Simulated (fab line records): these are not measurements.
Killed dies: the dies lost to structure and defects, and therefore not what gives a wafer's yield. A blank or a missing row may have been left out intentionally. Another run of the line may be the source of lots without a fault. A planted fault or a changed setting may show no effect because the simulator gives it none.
Matching of chambers    flow n5Finfet    rieDiel-04 running N5_BEOL_M3_ETCH_77: 4 sister chambers
The step etches underlayer in N2/H2, target depth 6.5 nm, time 5.2 s. 18 wafers are shown with their chamber, then 9 later ones without.

== EACH WAFER AND ITS CHAMBER ==
wafer   chamber  showerheadPlenumPTorr (Torr)  throttleValvePct (%)  oesProductAu (a.u.)
L077.1  2        2.50                          18.05                 0.57
L077.2  1        2.65                          17.75                 0.64
L077.5  3        2.52                          18.08                 0.62
L078.2  3        2.51                          18.07                 0.62
L078.4  1        2.65                          17.77                 0.65
L078.6  1        2.65                          17.77                 0.65
L079.3  0        2.52                          18.14                 0.60
L079.4  3        2.51                          18.09                 0.63
L079.6  0        2.52                          18.11                 0.61
L082.2  1        2.65                          17.79                 0.64
L082.4  0        2.52                          18.15                 0.60
L082.6  3        2.51                          18.08                 0.61
L085.1  0        2.51                          18.15                 0.59
L085.3  1        2.65                          17.80                 0.63
L085.5  1        2.65                          17.80                 0.63
L086.2  1        2.65                          17.79                 0.63
L086.3  0        2.51                          18.16                 0.59
L086.6  3        2.51                          18.11                 0.61

SIGNATURES (averages over the wafers above)
reading                chamber 0  chamber 1  chamber 2  chamber 3  scatter within a chamber
showerheadPlenumPTorr  2.5160     2.6500     2.5000     2.5120     0.00378
throttleValvePct       18.1420    17.7814    18.0500    18.0860    0.0179
oesProductAu           0.5980     0.6386     0.5700     0.6180     0.00864
Rule: for each reading, subtract the chamber's mean from the wafer's reading, divide by that reading's scatter and square the result; add these up over the readings and take the root, which gives the wafer's distance from the chamber. If the next closest chamber is less than 2 further off than the closest, the wafer can't be placed; otherwise it belongs to the closest. The scatter: the root of (the sum of the squares of (reading less its chamber's mean) over the shown wafers, divided by (wafers less chambers)).

== WAFERS WHOSE CHAMBER IS MISSING ==
wafer   showerheadPlenumPTorr (Torr)  throttleValvePct (%)  oesProductAu (a.u.)
L087.1  2.49                          17.64                 0.82
L087.3  2.51                          18.10                 0.60
L087.6  2.51                          18.15                 0.59
L092.1  2.51                          18.16                 0.58
L092.2  2.64                          17.84                 0.62
L092.4  2.49                          17.69                 0.78
L096.1  2.50                          18.14                 0.59
L096.4  2.64                          17.84                 0.62
L096.5  2.50                          18.14                 0.60

== WHICH CHAMBER EACH WENT THROUGH ==
wafer    from the rows above            in truth
L087.1   3                              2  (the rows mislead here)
L087.3   can't be placed: 3 or 0        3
L087.6   0                              0
L092.1   0                              0
L092.2   1                              1
L092.4   3                              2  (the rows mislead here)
L096.1   can't be placed: 0 or 3 or 2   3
L096.4   1                              1
L096.5   can't be placed: 0 or 3 or 2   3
Correctly placed: 4 of 9. Unplaceable from these rows: 3, with the true chamber sitting among the candidates in 3. 2 placed wrongly.
